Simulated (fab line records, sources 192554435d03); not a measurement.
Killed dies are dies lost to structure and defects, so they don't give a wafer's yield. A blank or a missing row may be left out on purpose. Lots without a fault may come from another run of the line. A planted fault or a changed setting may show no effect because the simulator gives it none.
A struck lot beside a sound one | flow n5_finfet | 16 steps out of a route of 1938
Sound: wafers L608.1, L608.3, L608.6. Struck: wafers L603.4, L603.5. The cause comes at the end.
At each step with rows: each side's tool, then ch and its chambers, then its first start. Under that, the readings that differ: sound wafers | struck wafers | difference of the means | sigmas: that difference in standard deviations of wafers without a fault.
alike: readings whose means differ by less than 2 such deviations, and words and numbers that are the same on both sides. not compared: withheld readings, readings that some wafer has no value for, bounds like >300 that may hide the same value, and numbers for which the record gives no deviation and whose values overlap.
The two part at a step that has a row with sigmas, a row that says differs or no value, or rows on one side only. Numbers that don't overlap but have no deviation are shown without sigmas and don't part them. A reading that every wafer of one side lacks parts them only if that side has two wafers or more.

first, 7 steps without rows for these wafers: N5_BEOL_M1_COAT_76 (time 60 s, resist thk 5 nm); N5_BEOL_M1_COAT_22 (resist thk 30 nm); N5_BEOL_M1_EBR_24; N5_BEOL_M1_SOFTBAKE_23 (time 60 s); N5_BEOL_M1_EXPOSE_25 (exposes mask V0, defocus 5 nm, target cd 24 nm); N5_BEOL_M1_PEB_26 (peb time 60 s); N5_BEOL_M1_DEVELOP_27 (develop time 30 s).
N5_BEOL_M1_CD_MEAS_28: target cd y 23.3 nm.
  sound on cd_sem-01 ch 0, day 10 14:55; struck on cd_sem-01 ch 0, day 9 10:34
  alike: cd_nm
N5_BEOL_M1_OVL_MEAS_29:
  sound on overlay-01 ch 0, day 10 14:57; struck on overlay-01 ch 0, day 9 10:37
  alike: V0_OVL
N5_BEOL_M1_INSPECT_30: inspects for defects (brightfield).
  sound on defect_inspect-01, day 10 15:01; struck on defect_inspect-01, day 9 10:39
  reading          | sound       | struck  | difference | sigmas
  raw_defect_count | 375 278 310 | 766 611 | +368       | +3
N5_BEOL_M1_DESCUM_33: chemistry O2, time 7 s.
  sound on rie_diel-04 ch 1,2, day 10 15:03; struck on rie_diel-05 ch 0,2, day 9 10:42
  alike: drypump_motor_current_A, oes_product_au, rf_vpp_V, showerhead_plenum_p_Torr, temp_c, throttle_valve_pct
  not compared: rf_hours_counter_h
N5_BEOL_M1_ETCH_77: etches underlayer in N2/H2, target depth 6.5 nm, time 5.2 s.
  sound on rie_diel-04 ch 1,2, day 10 15:05; struck on rie_diel-05 ch 0,2, day 9 10:43
  alike: drypump_motor_current_A, etch_rf_on_time_s, oes_product_au, rf_vpp_V, showerhead_plenum_p_Torr, throttle_valve_pct
  not compared: rf_hours_counter_h
N5_BEOL_M1_ETCH_69: etches SiARC in CF4, target depth 15.6 nm, time 26 s.
  sound on rie_diel-04 ch 1,2, day 10 15:06; struck on rie_diel-05 ch 0,2, day 9 10:46
  reading               | sound          | struck    | difference | sigmas
  etch_rf_on_time_s (s) | 25.2 25.6 25.2 | 34.8 36.8 | +10.5      | +21
  alike: drypump_motor_current_A, oes_product_au, rf_vpp_V, showerhead_plenum_p_Torr, throttle_valve_pct
  not compared: rf_hours_counter_h
N5_BEOL_M1_ALD_98: deposits SiO2, target thk 2.5 nm, pulse time 1 s, co reactant pulse time 1 s.
  sound on ald_sin-04 ch 0,1,2, day 10 15:11; struck on ald_sin-01 ch 0,3, day 9 10:56
  alike: chamber_pressure_Torr, heater_power_w, precursor_pulse_height_rel, susceptor_temp_C
-- the record jumps here: 2 days lie between the struck wafers' starts before and after (it left off in module BEOL_M1 and takes up again in module BEOL_M4, whose first step shown is number 1111 of the route) --
N5_BEOL_M4_RC_MEAS_101:
  sound on prober-02 ch 0, day 12 08:34; struck on prober-01 ch 0, day 11 16:37
  reading       | sound          | struck    | difference | sigmas
  DIBL_N (mV/V) | 34.5 33.6 33.9 | 38.2 39.8 | +5.0       | +2
  alike: DIBL_P, IOFF_N, IOFF_P, ION_N, ION_P, SS_N, SS_P, VT_N, VT_P
-- the record jumps here: 5 days lie between the struck wafers' starts before and after (it left off in module BEOL_M4 and takes up again in module PASSIVATION, whose first step shown is number 1936 of the route) --
N5_PASSIVATION_PROBE_49:
  sound on prober-02, day 16 18:55; struck on prober-02, day 16 09:25
  reading         | sound  | struck | difference | sigmas
  killed_at_M4_up | 17 9 6 | 28     | +17        | +3
  alike: defect_limited_yield, killed_at_M0_to_M3, killed_at_contacts, killed_at_front_end, killed_at_other, killed_dies, killed_open, killed_short, sort_bin_5_function, sort_bin_6_memory, sort_n_pass, sort_yield_pct

WHERE THEY PART
First at N5_BEOL_M1_INSPECT_30; last, within this record, at N5_PASSIVATION_PROBE_49.

WHY: what the simulator had put in
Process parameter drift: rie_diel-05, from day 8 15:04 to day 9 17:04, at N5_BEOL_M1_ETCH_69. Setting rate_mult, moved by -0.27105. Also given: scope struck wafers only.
